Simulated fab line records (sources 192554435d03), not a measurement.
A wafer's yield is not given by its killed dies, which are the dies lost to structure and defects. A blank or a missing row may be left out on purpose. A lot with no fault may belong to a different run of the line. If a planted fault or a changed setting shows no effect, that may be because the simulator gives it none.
fab line records | flow n5-finfet | part 2 of 2: steps 40 to 40 of 40
record lots=7 | wafers=18 | last-day=18
route steps=1938 shown BEOL_M13@1673 BEOL_M15@1830
lots with no fault: from the same line, run without faults
start-h: hours from the record's opening day to when the first of the lot's shown wafers began | wait-h: time in hours since the lot's previous step | " the same as in the row above | L1.1+2: a row that stands for several wafers | - no value present, or no start provided | * or withheld: withheld | < > ~ a bound
route shown NAME@n: NAME is a module with steps in the file, n the number in the route of the first one | usual: mean and standard deviation over wafers with no fault | same: alike in all rows | chamber/n: place in a boat | sites: readings site by site | _std_site: how widely they spread, as a standard deviation | _edge_site: outer sites' mean less inner sites' | radius-mm: how far each site lies from the wafer's centre | mask NAME#n: copy n | behind: the last tool/chamber to shape the wafer | hold: reason for holding the lot/hours on hold/outcome of the hold | device: the transistor (n, p or np) that didn't switch | end of line: at the end of the route, the tests of the same wafers | where a step has no rows: the recipe by itself | killed: dies that structure and defects cost at the first sort, which is not the same as the wafer's yield | map: a wafer's dies, x killed, . not, _ none there
set.NAME: the setting as run; set.NAME@STEP: as run at that earlier step | model.NAME: the simulator's own value behind a step, which no gauge read
lots at selected steps of the route; one table per step, one row per wafer
services: a tool's chamber out of use, with start hour (start-h, from the record's first day; less than 0 if before it), hours out, and reason
## steps
# step N5_BEOL_M15_RC_MEAS_101
# usual COMB_M10=1.6e-11/3.3e-12 | COMB_M10_max_site=2.3e-11/5.4e-12 | COMB_M11=1.5e-11/3e-12 | COMB_M12=7.1e-12/1.4e-12 | COMB_M12_max_site=9.8e-12/2.3e-12 | COMB_M14=4.3e-12/7.3e-13 | COMB_M15=3.1e-12/6.9e-13 | COMB_M5=3.7e-11/7.1e-12 | COMB_M6=2.5e-11/4.7e-12 | COMB_M7=2.6e-11/5.1e-12 | COMB_M7_max_site=3.8e-11/9.4e-12 | COMB_M8=2.6e-11/5.6e-12 | COMB_M9=1.6e-11/3.3e-12 | COMB_M9_max_site=2.3e-11/5.1e-12 | SERP_M10=3.07/0.073 | SERP_M11=3.07/0.068 | SERP_M12=0.641/0.015 | SERP_M12_max_site=0.654/0.016 | SERP_M13=0.309/0.0059 | SERP_M13_max_site=0.313/0.0062 | SERP_M14=0.161/0.003 | SERP_M5=38.3/1.4 | SERP_M6=13.9/0.42 | SERP_M7=13.8/0.44 | SERP_M8=13.8/0.49 | SERP_M9=3.06/0.063
lot.wafer | tool      | chamber | start-h | wait-h | COMB_M10[S/m] | COMB_M10_max_site[S/m] | COMB_M11[S/m] | COMB_M12[S/m] | COMB_M12_max_site[S/m] | COMB_M14[S/m] | COMB_M15[S/m] | COMB_M5[S/m] | COMB_M6[S/m] | COMB_M7[S/m] | COMB_M7_max_site[S/m] | COMB_M8[S/m] | COMB_M9[S/m] | COMB_M9_max_site[S/m] | SERP_M10[ohm/um] | SERP_M11[ohm/um] | SERP_M12[ohm/um] | SERP_M12_max_site[ohm/um] | SERP_M13[ohm/um] | SERP_M13_max_site[ohm/um] | SERP_M14[ohm/um] | SERP_M5[ohm/um] | SERP_M6[ohm/um] | SERP_M7[ohm/um] | SERP_M8[ohm/um] | SERP_M9[ohm/um]
L902.2    | prober-02 | 0       | 280.52  | 0.2    | 1.4e-11       | 1.8e-11                | 1.36e-11      | 7e-12         | 1.01e-11               | 4.2e-12       | 3.8e-12       | 4.4e-11      | 2.5e-11      | 2.4e-11      | 5.3e-11               | 2.9e-11      | 1.7e-11      | 2.6e-11               | 3.23             | 3.12             | 0.620            | 0.628                     | 0.295            | 0.297                     | 0.157            | 41.5            | 13.6            | 14.5            | 13.8            | 3.12
L902.3    | "         | 0       | "       | "      | 1.9e-11       | 2.7e-11                | 1.28e-11      | 6.9e-12       | 9.8e-12                | 4.7e-12       | 3.5e-12       | 5.2e-11      | 3.3e-11      | 3.2e-11      | 3.7e-11               | 2.5e-11      | 1.8e-11      | 2.8e-11               | 3.04             | 3.12             | 0.631            | 0.657                     | 0.300            | 0.306                     | 0.164            | 37.8            | 13.5            | 13.8            | 13.0            | 2.99
L902.4    | "         | 0       | "       | "      | 1.8e-11       | 3.2e-11                | 1.23e-11      | 5.4e-12       | 7.4e-12                | 5.3e-12       | 2.9e-12       | 3.4e-11      | 2.6e-11      | 3.3e-11      | 4.7e-11               | 3.2e-11      | 1.7e-11      | 2.2e-11               | 3.27             | 3.14             | 0.618            | 0.625                     | 0.310            | 0.314                     | 0.161            | 39.2            | 13.8            | 13.7            | 13.4            | 3.11
L903.6    | prober-02 | 0       | 292.90  | 0.8    | 1.2e-11       | 1.9e-11                | 1.95e-11      | 6.2e-12       | 7.9e-12                | 4.4e-12       | 3.9e-12       | 4.1e-11      | 1.9e-11      | 1.9e-11      | 2.5e-11               | 2.1e-11      | 1.9e-11      | 2.9e-11               | 3.19             | 3.08             | 0.629            | 0.641                     | 0.247            | 0.251                     | 0.154            | 37.6            | 13.7            | 13.3            | 13.5            | 3.09
L907.2    | prober-01 | 0       | 305.27  | 0.8    | 1.2e-11       | 2.3e-11                | 1.75e-11      | 4.6e-12       | 8e-12                  | 3.4e-12       | 1.8e-12       | 3e-11        | 2.4e-11      | 3.2e-11      | 4.9e-11               | 2.7e-11      | 1.5e-11      | 2.1e-11               | 3.02             | 3.06             | 0.660            | 0.676                     | 0.244            | 0.247                     | 0.162            | 38.2            | 13.8            | 13.6            | 13.6            | 3.06
L907.6    | "         | 0       | "       | "      | 1.5e-11       | 1.8e-11                | 1.78e-11      | 6.4e-12       | 1.05e-11               | 3.5e-12       | 2.2e-12       | 2.4e-11      | 3.2e-11      | 2.3e-11      | 4.5e-11               | 1.8e-11      | 2.2e-11      | 3.5e-11               | 2.99             | 3.08             | 0.641            | 0.651                     | 0.251            | 0.253                     | 0.162            | 40.9            | 13.3            | 13.4            | 13.1            | 3.17
L908.2    | prober-02 | 0       | 314.57  | 0.2    | 1.5e-11       | 1.8e-11                | 1.75e-11      | 6.5e-12       | 8.5e-12                | 4.2e-12       | 2.6e-12       | 4.7e-11      | 2.8e-11      | 2.1e-11      | 2.5e-11               | 1.9e-11      | 1.5e-11      | 2.2e-11               | 3.07             | 2.98             | 0.639            | 0.646                     | 0.243            | 0.246                     | 0.159            | 39.1            | 14.0            | 14.3            | 13.1            | 2.92
L908.3    | "         | 0       | "       | "      | 1.4e-11       | 1.9e-11                | 2.16e-11      | 6.9e-12       | 9.4e-12                | 4.4e-12       | 3.1e-12       | 4.4e-11      | 2.1e-11      | 2.8e-11      | 4.1e-11               | 2.4e-11      | 1.7e-11      | 2e-11                 | 3.20             | 3.06             | 0.639            | 0.646                     | 0.317            | 0.321                     | 0.165            | 38.3            | 13.9            | 14.8            | 14.8            | 2.98
L916.3    | prober-01 | 0       | 352.59  | 0.3    | 1.4e-11       | 1.9e-11                | 2.09e-11      | 4.5e-12       | 5.3e-12                | 4.7e-12       | 2.5e-12       | 4.3e-11      | 2.6e-11      | 2.7e-11      | 3.1e-11               | 3e-11        | 1.9e-11      | 2.5e-11               | 3.03             | 3.06             | 0.649            | 0.659                     | 0.304            | 0.307                     | 0.162            | 35.6            | 13.8            | 14.7            | 14.2            | 3.00
L916.5    | "         | 0       | "       | "      | 1.4e-11       | 1.8e-11                | 1.68e-11      | 4.6e-12       | 5.7e-12                | 5.2e-12       | 2.2e-12       | 4e-11        | 2.2e-11      | 3.1e-11      | 4.7e-11               | 3.2e-11      | 1.8e-11      | 2.6e-11               | 3.05             | 3.10             | 0.630            | 0.639                     | 0.306            | 0.310                     | 0.165            | 36.2            | 14.1            | 14.5            | 14.5            | 2.99
L916.6    | "         | 0       | "       | "      | 1.5e-11       | 2.2e-11                | 1.82e-11      | 7.6e-12       | 8.5e-12                | 4.4e-12       | 2.8e-12       | 2.8e-11      | 2.5e-11      | 2.2e-11      | 3e-11                 | 2.5e-11      | 1.4e-11      | 2e-11                 | 3.08             | 3.07             | 0.659            | 0.661                     | 0.307            | 0.308                     | 0.164            | 36.7            | 13.4            | 14.4            | 13.2            | 2.98
L922.1    | prober-01 | 0       | 411.63  | 0.0    | 1e-11         | 1.5e-11                | 1.25e-11      | 8.9e-12       | 1.12e-11               | 4.3e-12       | 3.2e-12       | 3.5e-11      | 1.8e-11      | 3.1e-11      | 4.5e-11               | 2.2e-11      | 1.7e-11      | 2e-11                 | 2.98             | 3.10             | 0.629            | 0.643                     | 0.301            | 0.304                     | 0.164            | 37.6            | 14.4            | 13.7            | 13.1            | 2.92
L922.4    | "         | 0       | "       | "      | 1.9e-11       | 2.2e-11                | 1.79e-11      | 8.2e-12       | 1.31e-11               | 4.3e-12       | 2.9e-12       | 2.8e-11      | 2.3e-11      | 2.7e-11      | 4.3e-11               | 2e-11        | 1.4e-11      | 2.1e-11               | 3.03             | 3.08             | 0.617            | 0.631                     | 0.309            | 0.312                     | 0.161            | 37.4            | 13.8            | 14.3            | 12.3            | 3.15
L922.5    | "         | 0       | "       | "      | 1.8e-11       | 2.3e-11                | 1.22e-11      | 6.8e-12       | 8.3e-12                | 3.9e-12       | 2.4e-12       | 4.3e-11      | 2.1e-11      | 2.4e-11      | 3.1e-11               | 2e-11        | 1.7e-11      | 3.2e-11               | 3.05             | 3.08             | 0.628            | 0.638                     | 0.316            | 0.320                     | 0.164            | 38.7            | 13.7            | 14.3            | 13.6            | 3.11
L923.3    | prober-02 | 0       | 415.33  | 0.3    | 1.5e-11       | 2.3e-11                | 1.38e-11      | 7.2e-12       | 1.17e-11               | 5.1e-12       | 2.7e-12       | 3.4e-11      | 1.9e-11      | 3.7e-11      | 5.3e-11               | 3.3e-11      | 2.3e-11      | 3.1e-11               | 3.15             | 2.95             | 0.644            | 0.656                     | 0.311            | 0.316                     | 0.162            | 39.2            | 13.8            | 13.7            | 13.0            | 2.97
L923.4    | "         | 0       | "       | "      | 1.5e-11       | 2.1e-11                | 1.74e-11      | 6.8e-12       | 8.8e-12                | 5.5e-12       | 2.8e-12       | 4.1e-11      | 1.7e-11      | 1.9e-11      | 2.4e-11               | 3.5e-11      | 1.3e-11      | 1.8e-11               | 3.04             | 3.08             | 0.654            | 0.665                     | 0.306            | 0.309                     | 0.157            | 36.8            | 13.9            | 13.5            | 13.3            | 3.13
L923.6    | "         | 0       | "       | "      | 2.2e-11       | 2.5e-11                | 1.53e-11      | 7.1e-12       | 8.6e-12                | 4.2e-12       | 3.2e-12       | 2.8e-11      | 1.7e-11      | 2.8e-11      | 3.5e-11               | 2.8e-11      | 1.1e-11      | 1.7e-11               | 3.01             | 3.09             | 0.646            | 0.660                     | 0.308            | 0.311                     | 0.161            | 37.8            | 13.4            | 13.4            | 13.7            | 3.06
# sites SERP_M13 radius-mm=0,75,75,75,75,140,140,140,140
L902.2 0.295 0.293 0.297 0.295 0.296 0.293 0.295 0.293 0.292
L907.2 0.246 0.245 0.244 0.243 0.247 0.245 0.241 0.244 0.242
L908.2 0.243 0.245 0.243 0.243 0.246 0.239 0.240 0.241 0.241
L916.3 0.301 0.306 0.302 0.305 0.307 0.305 0.303 0.304 0.298
L922.1 0.300 0.300 0.304 0.303 0.301 0.301 0.302 0.299 0.302
L923.3 0.314 0.313 0.316 0.314 0.310 0.306 0.307 0.311 0.311
## services
tool           | chamber | start-h | hours | kind
krf-scanner-01 | -       | 240.98  | 2.2   | repair
krf-scanner-02 | -       | 252.28  | 1.0   | pm
pvd-sputter-03 | -       | 271.86  | 1.3   | repair
rie-diel-05    | 0       | 290.58  | 14.1  | repair
krf-scanner-01 | -       | 298.91  | 1.0   | pm
krf-scanner-02 | -       | 301.49  | 1.3   | pm
krf-scanner-01 | 0       | 307.60  | -     | calibration
krf-scanner-02 | -       | 314.50  | 1.8   | repair
krf-scanner-01 | -       | 317.14  | 1.3   | pm
rie-diel-06    | 2       | 323.89  | 4.5   | repair
krf-scanner-02 | -       | 325.35  | 6.2   | repair
rie-diel-05    | 2       | 335.81  | -     | clean
rie-diel-05    | 2       | 335.81  | -     | consumable-replace:focus-ring
rie-diel-05    | 2       | 335.81  | 25.0  | scheduled-down
rie-diel-05    | 2       | 335.81  | 25.0  | vent-cycle
krf-scanner-01 | -       | 345.05  | 0.8   | pm
rie-diel-02    | 1       | 351.37  | 14.6  | repair
rie-diel-05    | 3       | 356.99  | 15.0  | repair
krf-scanner-02 | -       | 367.65  | 0.8   | pm
rie-diel-05    | 1       | 391.04  | 3.1   | repair
rie-diel-05    | 0       | 394.11  | 18.5  | repair
krf-scanner-02 | 0       | 398.10  | -     | calibration
## key
first-sign step=N5_BEOL_M13_CD_MEAS_28 | reading=cd-nm | direction=up | sigmas=38 | usual=209.4 | struck=247.1
effect step=N5_BEOL_M15_RC_MEAS_101 | reading=SERP_M13 | direction=down | sigmas=11 | usual=0.309 | struck=0.246
model-effect step=N5_BEOL_M13_DESCUM_33 | value=BEOL_M13.cd-nm | without=209 | struck=247.2
model-effect step=N5_BEOL_M13_ETCH_38 | value=BEOL_M13.cd-nm | without=209.5 | struck=247.6
met-at N5_BEOL_M13_EXPOSE_25
struck-wafers L903.2,L903.6,L907.2,L907.6,L908.2
later-rows-left-out L903.2
sort-left-out L903.2,L903.6,L907.2,L907.6,L908.2
fault kind=process-parameter-drift | tool=krf-scanner-01 | chamber=- | onset-h=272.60 | steps=N5_BEOL_M13_EXPOSE_25 | channel=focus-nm | offset=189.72 | shape=step | end-h=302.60 | scope=struck-wafers-only
# sort-left-out: the simulated sort isn't trusted on such a fault, so these wafers' sort isn't shown, and their yield isn't known
# later-rows-left-out: the simulator's readings of these wafers behind a module that went badly wrong aren't trusted and aren't shown, but for the sort
